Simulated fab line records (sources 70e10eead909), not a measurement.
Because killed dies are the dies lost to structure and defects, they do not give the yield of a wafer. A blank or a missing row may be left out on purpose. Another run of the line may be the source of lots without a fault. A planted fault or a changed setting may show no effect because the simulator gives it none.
Matching of chambers / flow nand harc / NHARC_P_M1_ETCH_35 on rie diel-05 has 4 sister chambers
The step etches the open film in N2/H2, target depth 40 nm, overetch 12 nm, time 43.94 s. 8 wafers are shown with their chamber, then 9 later ones without.

## WAFERS, EACH WITH ITS CHAMBER
wafer=L074.3; chamber=0; drypump motor current A (A)=6.2; showerhead plenum p Torr (Torr)=2.10
wafer=L080.1; chamber=1; drypump motor current A (A)=5.3; showerhead plenum p Torr (Torr)=2.13
wafer=L080.3; chamber=0; drypump motor current A (A)=6.2; showerhead plenum p Torr (Torr)=2.09
wafer=L088.5; chamber=2; drypump motor current A (A)=5.8; showerhead plenum p Torr (Torr)=2.19
wafer=L090.1; chamber=1; drypump motor current A (A)=5.3; showerhead plenum p Torr (Torr)=2.13
wafer=L091.2; chamber=3; drypump motor current A (A)=5.7; showerhead plenum p Torr (Torr)=2.15
wafer=L091.5; chamber=2; drypump motor current A (A)=5.7; showerhead plenum p Torr (Torr)=2.19
wafer=L091.6; chamber=3; drypump motor current A (A)=5.7; showerhead plenum p Torr (Torr)=2.15

## WAFERS WHOSE CHAMBER IS MISSING
wafer=L092.3; drypump motor current A (A)=5.8; showerhead plenum p Torr (Torr)=2.19
wafer=L092.5; drypump motor current A (A)=5.7; showerhead plenum p Torr (Torr)=2.15
wafer=L092.6; drypump motor current A (A)=6.2; showerhead plenum p Torr (Torr)=2.09
wafer=L094.1; drypump motor current A (A)=6.2; showerhead plenum p Torr (Torr)=2.09
wafer=L094.2; drypump motor current A (A)=5.3; showerhead plenum p Torr (Torr)=2.12
wafer=L094.3; drypump motor current A (A)=5.7; showerhead plenum p Torr (Torr)=2.15
wafer=L097.1; drypump motor current A (A)=6.2; showerhead plenum p Torr (Torr)=2.09
wafer=L097.5; drypump motor current A (A)=5.7; showerhead plenum p Torr (Torr)=2.15
wafer=L097.6; drypump motor current A (A)=5.8; showerhead plenum p Torr (Torr)=2.18

## EACH ONE'S CHAMBER
wafer=L092.3; from the rows above=2; in truth=2
wafer=L092.5; from the rows above=3; in truth=3
wafer=L092.6; from the rows above=0; in truth=0
wafer=L094.1; from the rows above=0; in truth=0
wafer=L094.2; from the rows above=1; in truth=1
wafer=L094.3; from the rows above=3; in truth=3
wafer=L097.1; from the rows above=0; in truth=0
wafer=L097.5; from the rows above=3; in truth=3
wafer=L097.6; from the rows above=2; in truth=2
9 of 9 placed correctly. Left unplaced by these rows: 0. Wrongly placed: 0.
How it was worked out, from the rows above alone: a wafer's distance from a chamber is the root of the sum, over the readings, of the square of ((its reading less the chamber's mean) divided by the reading's scatter). The wafer belongs to the nearest chamber; if the next one is less than 2 further off, it can't be placed. A chamber's mean is the mean of its shown wafers. The scatter is the square root of a quotient: the sum, over the shown wafers, of each reading's squared deviation from its chamber's mean, divided by wafers minus chambers.
